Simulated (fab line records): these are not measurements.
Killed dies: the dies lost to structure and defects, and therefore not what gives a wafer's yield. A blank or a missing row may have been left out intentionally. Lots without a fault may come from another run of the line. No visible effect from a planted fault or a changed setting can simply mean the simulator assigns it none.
Matching of chambers + flow n5 finfet + cmp-03 running N5_ILD0_CMP_03: 4 sister chambers
The step polishes, stops on SiNx, t overpolish 1.9 s, target thk 197.38 nm. 18 wafers are shown with their chamber, then 9 later ones without.

WAFERS PAIRED WITH THEIR CHAMBERS
| wafer  | chamber | motor current A (A) | time to endpoint s (s) | platen rpm (rpm) |
|--------|---------|---------------------|------------------------|------------------|
| L075.1 | 0       | 12.5                | 72.9                   | 51.81            |
| L075.3 | 1       | 12.5                | 69.1                   | 51.84            |
| L075.6 | 2       | 12.3                | 73.7                   | 51.79            |
| L079.1 | 2       | 11.7                | 68.2                   | 51.78            |
| L079.4 | 0       | 12.6                | 67.0                   | 51.75            |
| L079.6 | 2       | 11.4                | 68.1                   | 51.80            |
| L082.1 | 0       | 12.3                | 70.8                   | 51.79            |
| L082.5 | 2       | 11.9                | 72.3                   | 51.79            |
| L082.6 | 1       | 12.7                | 69.8                   | 51.80            |
| L084.2 | 0       | 13.0                | 72.8                   | 51.78            |
| L084.4 | 2       | 12.8                | 75.2                   | 51.78            |
| L084.5 | 0       | 12.9                | 72.6                   | 51.75            |
| L086.1 | 0       | 12.4                | 72.6                   | 51.77            |
| L086.2 | 3       | 13.6                | 66.1                   | 51.82            |
| L086.3 | 2       | 12.3                | 71.4                   | 51.77            |
| L088.1 | 2       | 12.1                | 70.4                   | 51.79            |
| L088.4 | 1       | 12.6                | 71.4                   | 51.79            |
| L088.6 | 0       | 12.3                | 68.9                   | 51.78            |

SIGNATURES (means of the wafers above)
| reading            | chamber 0 | chamber 1 | chamber 2 | chamber 3 | scatter within a chamber |
|--------------------|-----------|-----------|-----------|-----------|--------------------------|
| motor current A    | 12.571    | 12.600    | 12.071    | 13.600    | 0.353                    |
| time to endpoint s | 71.086    | 70.100    | 71.329    | 66.100    | 2.36                     |
| platen rpm         | 51.7757   | 51.8100   | 51.7857   | 51.8200   | 0.0184                   |
Rule: for a wafer and a chamber, the distance is found by dividing, reading by reading, the gap between the wafer's reading and the chamber's mean by the reading's scatter, squaring, summing and taking the root. If the next closest chamber is less than 2 further off than the closest, the wafer can't be placed; otherwise it belongs to the closest. The scatter is the square root of a quotient: the sum, over the shown wafers, of each reading's squared deviation from its chamber's mean, divided by wafers minus chambers.

WAFERS WITH NO CHAMBER GIVEN
| wafer  | motor current A (A) | time to endpoint s (s) | platen rpm (rpm) |
|--------|---------------------|------------------------|------------------|
| L096.3 | 12.8                | 67.7                   | 51.77            |
| L096.4 | 13.1                | 71.9                   | 51.76            |
| L096.5 | 14.1                | 69.6                   | 51.78            |
| L095.2 | 13.8                | 74.8                   | 51.77            |
| L095.3 | 13.1                | 75.2                   | 51.82            |
| L095.4 | 12.8                | 76.0                   | 51.80            |
| L097.2 | 13.5                | 67.4                   | 51.83            |
| L097.3 | 12.7                | 72.5                   | 51.78            |
| L097.4 | 11.7                | 74.3                   | 51.76            |

THE CHAMBER EACH PASSED THROUGH
| wafer  | from the rows above               | in truth |
|--------|-----------------------------------|----------|
| L096.3 | can't be placed: 0 or 1 or 2 or 3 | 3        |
| L096.4 | can't be placed: 0 or 1 or 2      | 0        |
| L096.5 | can't be placed: 3 or 0 or 1      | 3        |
| L095.2 | can't be placed: 0 or 1 or 3 or 2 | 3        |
| L095.3 | can't be placed: 1 or 0 or 2 or 3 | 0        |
| L095.4 | can't be placed: 0 or 1 or 2      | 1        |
| L097.2 | 3                                 | 3        |
| L097.3 | can't be placed: 0 or 2 or 1      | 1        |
| L097.4 | can't be placed: 2 or 0 or 1      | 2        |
1 of 9 placed correctly. Can't be placed from these rows: 8 (the true chamber is among the candidates in 8). Wrongly placed: 0.
